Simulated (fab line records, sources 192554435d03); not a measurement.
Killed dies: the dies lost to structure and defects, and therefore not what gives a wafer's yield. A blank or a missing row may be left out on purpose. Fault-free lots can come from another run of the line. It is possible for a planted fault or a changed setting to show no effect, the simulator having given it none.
fab line records | flow n5-finfet | part 1 of 2: steps 1 to 4 of 6
record: lots: 20 | wafers: 60 | last-day: 19
route steps=1938 shown DUMMY_REMOVAL@381 HKMG_FIN@405 GATE_CUT@470
lots with no fault: from the same line, run without faults
start-h: start of the lot's first displayed wafer, in hours after the record's first day | wait-h: hours from the lot's prior step to this one | " identical to the entry in the row above | L1.1+2: a row that stands for several wafers | - either no value or no given start | * or withheld: withheld | < > ~ a bound
route shown NAME@n: names a module that has steps shown in the file, with the first one's number in the route | usual: the fault-free wafers' mean and standard deviation | same: alike in all rows | chamber/n: place in a boat | sites: each site's reading | _std_site: the standard deviation of these | _edge_site: inner sites' mean taken away from outer sites' mean | radius-mm: how far each site lies from the wafer's centre | mask NAME#n: copy n | behind: the tool/chamber that last shaped the wafer | hold: the reason the lot was held/the length of the hold in hours/how it ended | device: names the non-switching transistor (n, p or np) | end of line: the route-end tests of the same wafers | for a step that has no rows: nothing shown but its recipe | killed: dies that structure and defects cost at the first sort, which is not the same as the wafer's yield | map: a wafer's dies, marking killed ones x, the rest . and places with no die _
set.NAME: the setting that was run; set.NAME@STEP: the one run at that earlier step | model.NAME: the simulator's own value behind a step, which no gauge read
a sample of lots followed through the steps of the route, with each step as a table and each wafer as a row
services: the hour from which a tool's chamber was out of use, counted from the record's first day as start-h (under 0 if before that day), plus the number of hours and why
== steps ==
step: N5_DUMMY_REMOVAL_INSPECT_06
recipe: inspect-instrument: brightfield | mode: aei
usual: raw-defect-count: 11/4.6
lot.wafer | tool              | chamber | start-h | wait-h | raw-defect-count
L074.2    | defect-inspect-01 | -       | 73.84   | 0.0    | 8
L074.5    | "                 | -       | "       | "      | 14
L074.6    | "                 | -       | "       | "      | 8
L076.2    | defect-inspect-02 | -       | 84.93   | 0.0    | 17
L076.4    | "                 | -       | "       | "      | 15
L076.6    | "                 | -       | "       | "      | 8
L077.2    | defect-inspect-02 | -       | 88.84   | 0.0    | 7
L077.3    | "                 | -       | "       | "      | 11
L077.6    | "                 | -       | "       | "      | 9
L079.1    | defect-inspect-01 | -       | 98.89   | 0.0    | 9
L079.4    | "                 | -       | "       | "      | 5
L079.5    | "                 | -       | "       | "      | 15
L080.1    | defect-inspect-02 | -       | 107.95  | 0.0    | 17
L080.3    | "                 | -       | "       | "      | 8
L080.6    | "                 | -       | "       | "      | 29
L081.3    | defect-inspect-01 | -       | 112.53  | 0.0    | 9
L081.5    | "                 | -       | "       | "      | 9
L081.6    | "                 | -       | "       | "      | 7
L082.3    | defect-inspect-01 | -       | 120.15  | 0.0    | 15
L082.5    | "                 | -       | "       | "      | 15
L082.6    | "                 | -       | "       | "      | 14
L083.2    | defect-inspect-01 | -       | 123.60  | 0.0    | 10
L083.3    | "                 | -       | "       | "      | 6
L083.4    | "                 | -       | "       | "      | 8
L084.1    | defect-inspect-01 | -       | 130.12  | 0.0    | 12
L084.4    | "                 | -       | "       | "      | 9
L084.5    | "                 | -       | "       | "      | 21
L085.4    | defect-inspect-02 | -       | 139.75  | 0.0    | 11
L085.5    | "                 | -       | "       | "      | 13
L085.6    | "                 | -       | "       | "      | 8
L086.2    | defect-inspect-01 | -       | 149.70  | 0.0    | 6
L086.5    | "                 | -       | "       | "      | 8
L086.6    | "                 | -       | "       | "      | 8
L087.4    | defect-inspect-01 | -       | 150.44  | 0.0    | 8
L087.5    | "                 | -       | "       | "      | 8
L087.6    | "                 | -       | "       | "      | 17
L088.2    | defect-inspect-02 | -       | 158.98  | 0.0    | 6
L088.3    | "                 | -       | "       | "      | 17
L088.4    | "                 | -       | "       | "      | 17
L089.1    | defect-inspect-01 | -       | 160.31  | 0.0    | 4
L089.5    | "                 | -       | "       | "      | 18
L089.6    | "                 | -       | "       | "      | 10
L090.3    | defect-inspect-01 | -       | 165.35  | 0.0    | 27
L090.4    | "                 | -       | "       | "      | 13
L090.5    | "                 | -       | "       | "      | 9
L092.1    | defect-inspect-01 | -       | 177.93  | 0.0    | 6
L092.3    | "                 | -       | "       | "      | 7
L092.5    | "                 | -       | "       | "      | 8
L093.3    | defect-inspect-02 | -       | 184.16  | 0.0    | 10
L093.4    | "                 | -       | "       | "      | 9
L093.6    | "                 | -       | "       | "      | 7
L094.1    | defect-inspect-02 | -       | 191.74  | 0.0    | 6
L094.2    | "                 | -       | "       | "      | 13
L094.5    | "                 | -       | "       | "      | 7
L096.2    | defect-inspect-02 | -       | 203.16  | 0.0    | 6
L096.3    | "                 | -       | "       | "      | 9
L096.6    | "                 | -       | "       | "      | 18
L097.3    | defect-inspect-02 | -       | 207.55  | 0.0    | 5
L097.4    | "                 | -       | "       | "      | 12
L097.5    | "                 | -       | "       | "      | 5
step: N5_HKMG_FIN_STRIP_57
recipe: chemistry: CF4 | resist: SiARC | power-w: 300 | bias-power-w: 75 | pressure-mtorr: 50 | cf4-flow-sccm: 150 | rf-frequency-hz: 6e+07
usual: cf4-flow-sccm: 150.0/0.42 | drypump-motor-current-A: 5.8/0.41 | oes-product-au: 0.74/0.039 | power-w: 300.0/0.88 | rf-fwd-power-W: 294.4/1.6 | rf-vpp-V: 271.1/1.7 | showerhead-plenum-p-Torr: 1.79/0.064 | throttle-valve-pct: 13.70/0.22
lot.wafer | tool        | chamber | start-h | wait-h | cf4-flow-sccm | drypump-motor-current-A | oes-product-au | power-w | rf-fwd-power-W | rf-hours-counter-h | rf-vpp-V | showerhead-plenum-p-Torr | throttle-valve-pct
L074.2    | rie-diel-05 | 2       | 75.51   | 0.0    | 149.9         | 5.5                     | 0.75           | 298.3   | -              | 163                | 272.6    | 1.87                     | 13.45
L074.5    | "           | 1       | "       | "      | 150.0         | 6.5                     | 0.71           | 301.1   | -              | -                  | 270.0    | 1.71                     | 13.75
L074.6    | "           | 2       | "       | "      | 150.1         | 5.5                     | 0.76           | 300.2   | -              | -                  | 273.3    | 1.87                     | 13.45
L076.2    | rie-diel-05 | 2       | 86.60   | 0.0    | 150.1         | 5.5                     | 0.75           | 299.9   | 292.9          | 166                | 272.4    | 1.86                     | 13.47
L076.4    | "           | 0       | "       | "      | 150.9         | 5.6                     | 0.74           | 300.1   | -              | 175                | 271.2    | 1.79                     | 13.93
L076.6    | "           | 0       | "       | "      | 150.0         | 5.6                     | 0.73           | 300.4   | -              | -                  | 271.1    | 1.79                     | 13.90
L077.2    | rie-diel-05 | 0       | 90.51   | 0.0    | 150.0         | 5.6                     | 0.73           | 298.3   | 297.3          | 176                | 270.5    | 1.78                     | 13.92
L077.3    | "           | 3       | "       | "      | 150.3         | 6.1                     | 0.77           | 300.9   | 296.5          | 134                | 270.9    | 1.80                     | 13.65
L077.6    | "           | 1       | "       | "      | 150.2         | 6.5                     | 0.70           | 300.3   | -              | -                  | 270.2    | 1.70                     | 13.77
L079.1    | rie-diel-05 | 0       | 100.68  | 0.0    | 150.7         | 5.6                     | 0.73           | 301.2   | -              | 179                | 270.6    | 1.78                     | 13.92
L079.4    | "           | 1       | "       | "      | 150.2         | 6.5                     | 0.70           | 300.4   | -              | 206                | 269.9    | 1.70                     | 13.76
L079.5    | "           | 1       | "       | "      | 149.8         | 6.5                     | 0.70           | 299.9   | -              | -                  | 269.4    | 1.70                     | 13.77
L080.1    | rie-diel-04 | 3       | 109.83  | 0.0    | 149.9         | 5.7                     | 0.71           | 299.6   | -              | 187                | 270.5    | 1.85                     | 13.94
L080.3    | "           | 0       | "       | "      | 149.6         | 5.6                     | 0.82           | 301.4   | -              | 59                 | 269.5    | 1.77                     | 13.29
L080.6    | "           | 2       | "       | "      | 149.6         | 6.0                     | 0.75           | 300.7   | 293.1          | -                  | 268.7    | 1.71                     | 13.39
L081.3    | rie-diel-05 | 1       | 115.16  | 0.0    | 150.1         | 6.5                     | 0.71           | 300.7   | -              | 211                | 269.9    | 1.70                     | 13.77
L081.5    | "           | 3       | "       | "      | 150.7         | 6.1                     | 0.76           | 299.7   | 294.1          | -                  | 271.1    | 1.80                     | 13.69
L081.6    | "           | 0       | "       | "      | 150.3         | 5.6                     | 0.72           | 300.3   | -              | -                  | 270.2    | 1.78                     | 13.92
L082.3    | rie-diel-02 | 3       | 122.22  | 0.0    | 149.4         | 4.9                     | 0.71           | 300.4   | 296.6          | 197                | 269.6    | 1.79                     | 13.71
L082.5    | "           | 2       | "       | "      | 149.4         | 6.4                     | 0.85           | 301.2   | 292.1          | -                  | 274.9    | 1.90                     | 13.44
L082.6    | "           | 3       | "       | "      | 149.6         | 4.9                     | 0.71           | 299.9   | 297.3          | -                  | 271.3    | 1.79                     | 13.70
L083.2    | rie-diel-02 | 2       | 125.46  | 0.0    | 149.2         | 6.4                     | 0.83           | 299.1   | 291.3          | 50                 | 273.8    | 1.90                     | 13.45
L083.3    | "           | 0       | "       | "      | 150.0         | 5.8                     | 0.70           | 299.4   | 295.8          | 225                | 270.0    | 1.70                     | 13.61
L083.4    | "           | 1       | "       | "      | 150.4         | 5.8                     | 0.73           | 299.8   | -              | 184                | 273.0    | 1.85                     | 13.75
L084.1    | rie-diel-04 | 2       | 132.05  | 0.0    | 149.7         | 6.1                     | 0.75           | 300.2   | 293.6          | 174                | 269.6    | 1.70                     | 13.42
L084.4    | "           | 3       | "       | "      | 149.4         | 5.7                     | 0.70           | 299.9   | 295.7          | 196                | 272.7    | 1.85                     | 13.96
L084.5    | "           | 2       | "       | "      | 150.6         | 6.0                     | 0.74           | 300.3   | 292.3          | -                  | 270.5    | 1.70                     | 13.41
L085.4    | rie-diel-02 | 2       | 141.49  | 0.0    | 150.4         | 6.4                     | 0.84           | 301.3   | 292.5          | 55                 | 273.9    | 1.90                     | 13.45
L085.5    | "           | 0       | "       | "      | 149.7         | 5.8                     | 0.70           | 300.5   | -              | -                  | 269.3    | 1.70                     | 13.60
L085.6    | "           | 1       | "       | "      | 150.1         | 5.8                     | 0.73           | 301.2   | -              | -                  | 274.1    | 1.85                     | 13.75
L086.2    | rie-diel-04 | 0       | 151.44  | 0.0    | 150.4         | 5.6                     | 0.80           | 299.1   | -              | 72                 | 269.4    | 1.76                     | 13.31
L086.5    | "           | 0       | "       | "      | 150.3         | 5.6                     | 0.80           | 299.6   | 293.8          | -                  | 269.6    | 1.76                     | 13.31
L086.6    | "           | 3       | "       | "      | 150.6         | 5.7                     | 0.70           | 301.4   | 295.1          | -                  | 273.6    | 1.85                     | 14.00
L087.4    | rie-diel-05 | 3       | 152.48  | 0.0    | 149.6         | 6.1                     | 0.76           | 300.4   | 294.6          | 151                | 272.6    | 1.80                     | 13.71
L087.5    | "           | 2       | "       | "      | 149.3         | 5.6                     | 0.74           | 301.0   | 294.4          | -                  | 271.4    | 1.86                     | 13.50
L087.6    | "           | 3       | "       | "      | 150.1         | 6.1                     | 0.76           | 300.3   | 294.0          | -                  | 271.6    | 1.80                     | 13.69
L088.2    | rie-diel-05 | 0       | 160.73  | 0.0    | 150.1         | 5.6                     | 0.71           | 299.7   | -              | 200                | 271.1    | 1.78                     | 13.97
L088.3    | "           | 2       | "       | "      | 149.2         | 5.5                     | 0.73           | 301.3   | 292.8          | 190                | 271.6    | 1.86                     | 13.52
L088.4    | "           | 1       | "       | "      | 150.2         | 6.5                     | 0.69           | 298.0   | -              | 226                | 268.4    | 1.70                     | 13.82
L089.1    | rie-diel-05 | 0       | 161.88  | 0.0    | 149.5         | 5.6                     | 0.71           | 299.3   | 297.4          | 201                | 272.0    | 1.78                     | 13.98
L089.5    | "           | 0       | "       | "      | 149.9         | 5.6                     | 0.71           | 298.7   | -              | -                  | 270.0    | 1.78                     | 13.97
L089.6    | "           | 1       | "       | "      | 149.5         | 6.5                     | 0.69           | 300.0   | -              | -                  | 268.7    | 1.70                     | 13.82
L090.3    | rie-diel-04 | 2       | 166.89  | 0.0    | 150.1         | 6.0                     | 0.73           | 301.4   | 293.5          | 186                | 269.8    | 1.70                     | 13.44
L090.4    | "           | 2       | "       | "      | 150.2         | 6.1                     | 0.73           | 300.2   | 294.3          | -                  | 268.4    | 1.70                     | 13.45
L090.5    | "           | 3       | "       | "      | 149.9         | 5.7                     | 0.70           | 301.2   | 296.8          | -                  | 272.4    | 1.85                     | 14.01
L092.1    | rie-diel-02 | 0       | 179.81  | 0.0    | 150.3         | 5.8                     | 0.70           | 300.6   | -              | 242                | 268.1    | 1.70                     | 13.62
L092.3    | "           | 3       | "       | "      | 150.0         | 4.9                     | 0.70           | 301.0   | 297.2          | 214                | 270.7    | 1.79                     | 13.76
L092.5    | "           | 0       | "       | "      | 150.4         | 5.8                     | 0.70           | 299.9   | -              | -                  | 268.2    | 1.70                     | 13.62
L093.3    | rie-diel-04 | 3       | 185.96  | 0.0    | 150.2         | 5.7                     | 0.69           | 300.5   | 295.3          | 215                | 273.6    | 1.84                     | 14.02
L093.4    | "           | 1       | "       | "      | 150.3         | 5.3                     | 0.72           | 300.4   | -              | 213                | 272.7    | 1.86                     | 14.03
L093.6    | "           | 1       | "       | "      | 150.4         | 5.3                     | 0.72           | 300.3   | -              | -                  | 272.6    | 1.86                     | 14.02
L094.1    | rie-diel-04 | 2       | 193.52  | 0.0    | 150.1         | 6.0                     | 0.72           | 299.5   | 293.0          | 196                | 268.3    | 1.70                     | 13.46
L094.2    | "           | 3       | "       | "      | 149.6         | 5.7                     | 0.69           | 300.3   | 295.7          | 218                | 272.5    | 1.84                     | 14.02
L094.5    | "           | 0       | "       | "      | 149.9         | 5.6                     | 0.78           | 300.2   | 295.3          | -                  | 268.9    | 1.76                     | 13.34
L096.2    | rie-diel-02 | 3       | 204.83  | 0.0    | 149.6         | 4.9                     | 0.70           | 301.4   | 295.5          | 222                | 271.0    | 1.78                     | 13.77
L096.3    | "           | 0       | "       | "      | 150.1         | 5.8                     | 0.69           | 298.9   | -              | 250                | 268.8    | 1.70                     | 13.65
L096.6    | "           | 0       | "       | "      | 150.9         | 5.8                     | 0.70           | 300.3   | -              | -                  | 268.3    | 1.69                     | 13.66
L097.3    | rie-diel-02 | 2       | 209.33  | 0.0    | 149.8         | 6.4                     | 0.81           | 298.8   | 293.1          | 77                 | 272.4    | 1.89                     | 13.48
L097.4    | "           | 1       | "       | "      | 149.7         | 5.8                     | 0.71           | 300.0   | -              | -                  | 272.2    | 1.84                     | 13.82
L097.5    | "           | 3       | "       | "      | 149.3         | 4.9                     | 0.69           | 299.2   | 296.3          | -                  | 272.3    | 1.78                     | 13.79
step: N5_HKMG_FIN_CVD_62
recipe: material: a-Si | target-thk-a: 30 | temp-c: 500 | precursor: Si2H6 | pressure-torr: 1 | time-s: 20.8
usual: heater-power-outer-w: 1035/150 | heater-power-w: 1588/230
lot.wafer | tool              | chamber | start-h | wait-h | heater-power-outer-w | heater-power-w | since-wet-clean-h
L074.2    | thermal-cvd-si-01 | 0       | 77.01   | 0.2    | 1140                 | 1796           | -
L074.5    | "                 | 0       | "       | "      | 1120                 | 1763           | -
L074.6    | "                 | 0       | "       | "      | 1129                 | 1777           | -
L076.2    | thermal-cvd-si-01 | 0       | 88.06   | 0.2    | 1120                 | 1782           | 872
L076.4    | "                 | 2       | "       | "      | 988                  | 1540           | -
L076.6    | "                 | 2       | "       | "      | 1004                 | 1478           | -
L077.2    | thermal-cvd-si-02 | 1       | 91.96   | 0.2    | 1153                 | 1739           | 146
L077.3    | "                 | 2       | "       | "      | 1088                 | 1755           | 146
L077.6    | "                 | 0       | "       | "      | 850                  | 1258           | -
L079.1    | thermal-cvd-si-02 | 2       | 102.13  | 0.2    | 1112                 | 1722           | 157
L079.4    | "                 | 2       | "       | "      | 1092                 | 1702           | -
L079.5    | "                 | 1       | "       | "      | 1175                 | 1675           | -
L080.1    | thermal-cvd-si-01 | 0       | 111.27  | 0.2    | 1155                 | 1745           | 895
L080.3    | "                 | 2       | "       | "      | 993                  | 1560           | 895
L080.6    | "                 | 2       | "       | "      | 997                  | 1470           | -
L081.3    | thermal-cvd-si-02 | 2       | 116.60  | 0.2    | 1093                 | 1721           | 171
L081.5    | "                 | 1       | "       | "      | 1166                 | 1770           | -
L081.6    | "                 | 0       | "       | "      | 829                  | 1250           | -
L082.3    | thermal-cvd-si-01 | 0       | 123.67  | 0.2    | 1141                 | 1744           | 907
L082.5    | "                 | 2       | "       | "      | 1004                 | 1510           | -
L082.6    | "                 | 0       | "       | "      | 1141                 | 1751           | -
L083.2    | thermal-cvd-si-02 | 1       | 126.91  | 0.2    | 1187                 | 1795           | 181
L083.3    | "                 | 2       | "       | "      | 1107                 | 1732           | -
L083.4    | "                 | 1       | "       | "      | 1147                 | 1729           | -
L084.1    | thermal-cvd-si-01 | 2       | 133.51  | 0.2    | 989                  | 1538           | 917
L084.4    | "                 | 0       | "       | "      | 1105                 | 1775           | -
L084.5    | "                 | 1       | "       | "      | 750                  | 1155           | -
L085.4    | thermal-cvd-si-02 | 1       | 142.99  | 0.2    | 1172                 | 1749           | -
L085.5    | "                 | 2       | "       | "      | 1096                 | 1742           | -
L085.6    | "                 | 1       | "       | "      | 1120                 | 1778           | -
L086.2    | thermal-cvd-si-01 | 1       | 152.88  | 0.2    | 754                  | 1181           | 936
L086.5    | "                 | 1       | "       | "      | 729                  | 1178           | -
L086.6    | "                 | 2       | "       | "      | 1028                 | 1535           | -
L087.4    | thermal-cvd-si-02 | 1       | 153.98  | 0.2    | 1162                 | 1711           | -
L087.5    | "                 | 2       | "       | "      | 1126                 | 1756           | -
L087.6    | "                 | 1       | "       | "      | 1164                 | 1781           | -
L088.2    | thermal-cvd-si-01 | 2       | 162.18  | 0.2    | 1024                 | 1510           | 946
L088.3    | "                 | 0       | "       | "      | 1152                 | 1789           | 946
L088.4    | "                 | 2       | "       | "      | 984                  | 1481           | -
L089.1    | thermal-cvd-si-02 | 1       | 163.33  | 0.2    | 1207                 | 1735           | 218
L089.5    | "                 | 1       | "       | "      | 1166                 | 1711           | -
L089.6    | "                 | 2       | "       | "      | 1127                 | 1732           | -
L090.3    | thermal-cvd-si-01 | 2       | 168.34  | 0.2    | 1020                 | 1548           | 952
L090.4    | "                 | 0       | "       | "      | 1121                 | 1778           | -
L090.5    | "                 | 2       | "       | "      | 1008                 | 1489           | -
L092.1    | thermal-cvd-si-01 | 2       | 181.25  | 0.2    | 1000                 | 1518           | 965
L092.3    | "                 | 0       | "       | "      | 1151                 | 1790           | 965
L092.5    | "                 | 1       | "       | "      | 743                  | 1161           | -
L093.3    | thermal-cvd-si-02 | 2       | 187.45  | 0.2    | 1136                 | 1726           | -
L093.4    | "                 | 1       | "       | "      | 1166                 | 1769           | -
L093.6    | "                 | 1       | "       | "      | 1134                 | 1748           | -
L094.1    | thermal-cvd-si-01 | 1       | 194.96  | 0.2    | 758                  | 1168           | 978
L094.2    | "                 | 0       | "       | "      | 1134                 | 1756           | 978
L094.5    | "                 | 1       | "       | "      | 770                  | 1168           | -
L096.2    | thermal-cvd-si-02 | 2       | 206.27  | 0.2    | 1115                 | 1742           | 261
L096.3    | "                 | 0       | "       | "      | 860                  | 1254           | 261
L096.6    | "                 | 2       | "       | "      | 1119                 | 1717           | -
L097.3    | thermal-cvd-si-01 | 2       | 210.79  | 0.2    | 1017                 | 1536           | 994
L097.4    | "                 | 2       | "       | "      | 991                  | 1484           | -
L097.5    | "                 | 0       | "       | "      | 1148                 | 1775           | -
step: N5_HKMG_FIN_STRIP_34
recipe: chemistry: CF4 | resist: SiARC | power-w: 300 | bias-power-w: 75 | pressure-mtorr: 50 | cf4-flow-sccm: 150 | rf-frequency-hz: 6e+07
usual: cf4-flow-sccm: 150.0/0.41 | drypump-motor-current-A: 5.8/0.42 | oes-product-au: 0.74/0.044 | power-w: 300.1/0.93 | rf-fwd-power-W: 294.1/1.6 | rf-vpp-V: 271.4/1.6 | showerhead-plenum-p-Torr: 1.80/0.062 | throttle-valve-pct: 13.68/0.23
lot.wafer | tool        | chamber | start-h | wait-h | cf4-flow-sccm | drypump-motor-current-A | oes-product-au | power-w | rf-fwd-power-W | rf-hours-counter-h | rf-vpp-V | showerhead-plenum-p-Torr | throttle-valve-pct
L074.2    | rie-diel-04 | 2       | 79.10   | 0.0    | 150.0         | 6.1                     | 0.76           | 299.8   | 292.9          | 156                | 269.6    | 1.71                     | 13.39
L074.5    | "           | 2       | "       | "      | 149.5         | 6.1                     | 0.76           | 298.6   | 293.1          | -                  | 270.7    | 1.71                     | 13.37
L074.6    | "           | 3       | "       | "      | 148.5         | 5.7                     | 0.72           | 298.2   | 295.6          | -                  | 273.9    | 1.85                     | 13.95
L076.2    | rie-diel-04 | 1       | 90.50   | 0.0    | 150.4         | 5.3                     | 0.74           | 302.2   | -              | 183                | 272.3    | 1.87                     | 13.98
L076.4    | "           | 3       | "       | "      | 149.7         | 5.7                     | 0.72           | 301.2   | -              | 180                | 272.1    | 1.85                     | 13.94
L076.6    | "           | 1       | "       | "      | 149.6         | 5.3                     | 0.74           | 300.0   | -              | -                  | 272.8    | 1.87                     | 13.98
L077.2    | rie-diel-04 | 3       | 93.93   | 0.0    | 149.0         | 5.7                     | 0.72           | 300.9   | 295.5          | 181                | 273.2    | 1.85                     | 13.94
L077.3    | "           | 0       | "       | "      | 150.3         | 5.6                     | 0.82           | 301.3   | 292.3          | 52                 | 270.0    | 1.77                     | 13.27
L077.6    | "           | 3       | "       | "      | 149.6         | 5.7                     | 0.71           | 300.4   | 294.2          | -                  | 273.7    | 1.85                     | 13.95
L079.1    | rie-diel-04 | 1       | 104.63  | 0.0    | 149.2         | 5.3                     | 0.73           | 300.5   | -              | 188                | 271.6    | 1.86                     | 13.99
L079.4    | "           | 3       | "       | "      | 150.6         | 5.7                     | 0.71           | 300.0   | 294.6          | 185                | 271.4    | 1.85                     | 13.95
L079.5    | "           | 1       | "       | "      | 149.7         | 5.3                     | 0.73           | 300.2   | -              | -                  | 274.2    | 1.86                     | 13.97
L080.1    | rie-diel-02 | 3       | 113.22  | 0.0    | 149.0         | 4.9                     | 0.71           | 302.1   | 297.1          | 193                | 270.5    | 1.79                     | 13.70
L080.3    | "           | 1       | "       | "      | 150.4         | 5.8                     | 0.74           | 301.1   | -              | 179                | 272.5    | 1.85                     | 13.75
L080.6    | "           | 0       | "       | "      | 149.9         | 5.8                     | 0.71           | 300.7   | 295.6          | -                  | 270.7    | 1.70                     | 13.59
L081.3    | rie-diel-05 | 0       | 118.84  | 0.0    | 150.1         | 5.6                     | 0.72           | 302.6   | -              | 186                | 270.0    | 1.78                     | 13.93
L081.5    | "           | 3       | "       | "      | 150.5         | 6.1                     | 0.76           | 299.2   | 294.5          | -                  | 271.2    | 1.80                     | 13.67
L081.6    | "           | 0       | "       | "      | 150.2         | 5.6                     | 0.72           | 300.4   | -              | -                  | 271.1    | 1.78                     | 13.93
L082.3    | rie-diel-05 | 2       | 126.14  | 0.0    | 149.9         | 5.5                     | 0.74           | 300.6   | -              | 178                | 273.4    | 1.86                     | 13.48
L082.5    | "           | 2       | "       | "      | 149.9         | 5.5                     | 0.73           | 300.3   | 292.8          | -                  | 271.8    | 1.86                     | 13.49
L082.6    | "           | 1       | "       | "      | 149.8         | 6.5                     | 0.70           | 301.0   | -              | -                  | 268.6    | 1.70                     | 13.80
L083.2    | rie-diel-04 | 0       | 129.33  | 0.0    | 150.3         | 5.6                     | 0.81           | 301.1   | -              | 67                 | 270.8    | 1.76                     | 13.28
L083.3    | "           | 2       | "       | "      | 150.3         | 6.1                     | 0.74           | 298.5   | 292.9          | 173                | 269.5    | 1.71                     | 13.41
L083.4    | "           | 3       | "       | "      | 150.1         | 5.7                     | 0.70           | 300.8   | 295.9          | 195                | 274.3    | 1.85                     | 13.99
L084.1    | rie-diel-05 | 3       | 135.70  | 0.0    | 150.2         | 6.1                     | 0.76           | 301.7   | 296.1          | 146                | 273.0    | 1.80                     | 13.68
L084.4    | "           | 2       | "       | "      | 149.1         | 5.5                     | 0.74           | 300.8   | 292.8          | 181                | 273.3    | 1.86                     | 13.50
L084.5    | "           | 2       | "       | "      | 149.8         | 5.5                     | 0.74           | 300.9   | 292.4          | -                  | 275.4    | 1.86                     | 13.51
L085.4    | rie-diel-05 | 3       | 145.18  | 0.0    | 150.3         | 6.1                     | 0.76           | 301.9   | 295.4          | 148                | 271.3    | 1.80                     | 13.70
L085.5    | "           | 3       | "       | "      | 149.8         | 6.1                     | 0.76           | 300.0   | 293.7          | -                  | 270.8    | 1.80                     | 13.68
L085.6    | "           | 0       | "       | "      | 150.1         | 5.6                     | 0.72           | 300.3   | -              | -                  | 269.8    | 1.78                     | 13.97
L086.2    | rie-diel-05 | 1       | 154.71  | 0.0    | 149.6         | 6.5                     | 0.69           | 300.1   | -              | 224                | 268.9    | 1.70                     | 13.81
L086.5    | "           | 0       | "       | "      | 150.0         | 5.6                     | 0.71           | 300.3   | -              | -                  | 270.3    | 1.78                     | 13.97
L086.6    | "           | 3       | "       | "      | 150.1         | 6.1                     | 0.76           | 299.5   | 295.3          | -                  | 271.2    | 1.80                     | 13.71
L087.4    | rie-diel-02 | 2       | 155.90  | 0.0    | 149.7         | 6.4                     | 0.84           | 299.1   | 291.5          | 58                 | 274.6    | 1.90                     | 13.45
L087.5    | "           | 3       | "       | "      | 150.4         | 4.9                     | 0.70           | 299.6   | 296.3          | -                  | 271.2    | 1.79                     | 13.74
L087.6    | "           | 2       | "       | "      | 149.4         | 6.4                     | 0.84           | 299.5   | 290.9          | -                  | 273.6    | 1.90                     | 13.45
L088.2    | rie-diel-04 | 2       | 164.10  | 0.0    | 150.2         | 6.1                     | 0.74           | 299.3   | 293.6          | 184                | 271.0    | 1.70                     | 13.42
L088.3    | "           | 3       | "       | "      | 149.4         | 5.7                     | 0.70           | 300.4   | 296.4          | 207                | 273.2    | 1.85                     | 14.00
L088.4    | "           | 2       | "       | "      | 150.1         | 6.1                     | 0.73           | 298.9   | 293.0          | -                  | 270.1    | 1.70                     | 13.42
L089.1    | rie-diel-04 | 2       | 165.41  | 0.0    | 149.6         | 6.1                     | 0.74           | 298.7   | 293.4          | 185                | 268.5    | 1.70                     | 13.44
L089.5    | "           | 2       | "       | "      | 149.6         | 6.1                     | 0.73           | 299.5   | 294.4          | -                  | 268.8    | 1.70                     | 13.45
L089.6    | "           | 3       | "       | "      | 150.6         | 5.7                     | 0.69           | 299.7   | 296.1          | -                  | 273.0    | 1.85                     | 14.00
L090.3    | rie-diel-05 | 2       | 170.37  | 0.0    | 150.1         | 5.5                     | 0.72           | 300.9   | 292.1          | 194                | 273.7    | 1.86                     | 13.52
L090.4    | "           | 1       | "       | "      | 149.9         | 6.5                     | 0.69           | 298.9   | -              | 229                | 268.9    | 1.70                     | 13.82
L090.5    | "           | 3       | "       | "      | 149.3         | 6.1                     | 0.75           | 299.3   | 295.1          | -                  | 272.0    | 1.80                     | 13.72
L092.1    | rie-diel-05 | 1       | 183.18  | 0.0    | 150.3         | 6.5                     | 0.68           | 300.5   | -              | 234                | 269.7    | 1.70                     | 13.84
L092.3    | "           | 2       | "       | "      | 149.8         | 5.5                     | 0.72           | 300.3   | 293.2          | 199                | 272.5    | 1.86                     | 13.55
L092.5    | "           | 3       | "       | "      | 149.8         | 6.1                     | 0.75           | 300.2   | 292.9          | -                  | 271.2    | 1.79                     | 13.72
L093.3    | rie-diel-02 | 2       | 189.40  | 0.0    | 150.2         | 6.4                     | 0.81           | 300.7   | 291.6          | 70                 | 273.6    | 1.89                     | 13.49
L093.4    | "           | 0       | "       | "      | 150.3         | 5.8                     | 0.69           | 298.4   | -              | 246                | 269.9    | 1.70                     | 13.63
L093.6    | "           | 3       | "       | "      | 150.1         | 4.9                     | 0.69           | 298.6   | 296.2          | -                  | 269.7    | 1.78                     | 13.75
L094.1    | rie-diel-05 | 0       | 196.90  | 0.0    | 150.5         | 5.6                     | 0.71           | 300.2   | -              | 213                | 270.9    | 1.77                     | 14.00
L094.2    | "           | 2       | "       | "      | 150.1         | 5.5                     | 0.72           | 300.4   | 292.1          | 205                | 271.5    | 1.85                     | 13.54
L094.5    | "           | 2       | "       | "      | 150.4         | 5.5                     | 0.71           | 299.1   | -              | -                  | 272.2    | 1.85                     | 13.55
L096.2    | rie-diel-02 | 2       | 208.20  | 0.0    | 150.3         | 6.4                     | 0.81           | 300.6   | 291.6          | 77                 | 272.9    | 1.89                     | 13.50
L096.3    | "           | 1       | "       | "      | 150.6         | 5.8                     | 0.71           | 300.3   | -              | 211                | 272.1    | 1.84                     | 13.83
L096.6    | "           | 3       | "       | "      | 149.7         | 4.9                     | 0.69           | 300.6   | 295.1          | -                  | 271.4    | 1.78                     | 13.78
L097.3    | rie-diel-05 | 2       | 212.72  | 0.0    | 150.2         | 5.5                     | 0.71           | 301.3   | 292.8          | 211                | 273.7    | 1.85                     | 13.57
L097.4    | "           | 3       | "       | "      | 149.9         | 6.1                     | 0.73           | 299.0   | 293.6          | 176                | 270.1    | 1.79                     | 13.75
L097.5    | "           | 3       | "       | "      | 150.3         | 6.1                     | 0.74           | 300.5   | 293.0          | -                  | 272.1    | 1.79                     | 13.76
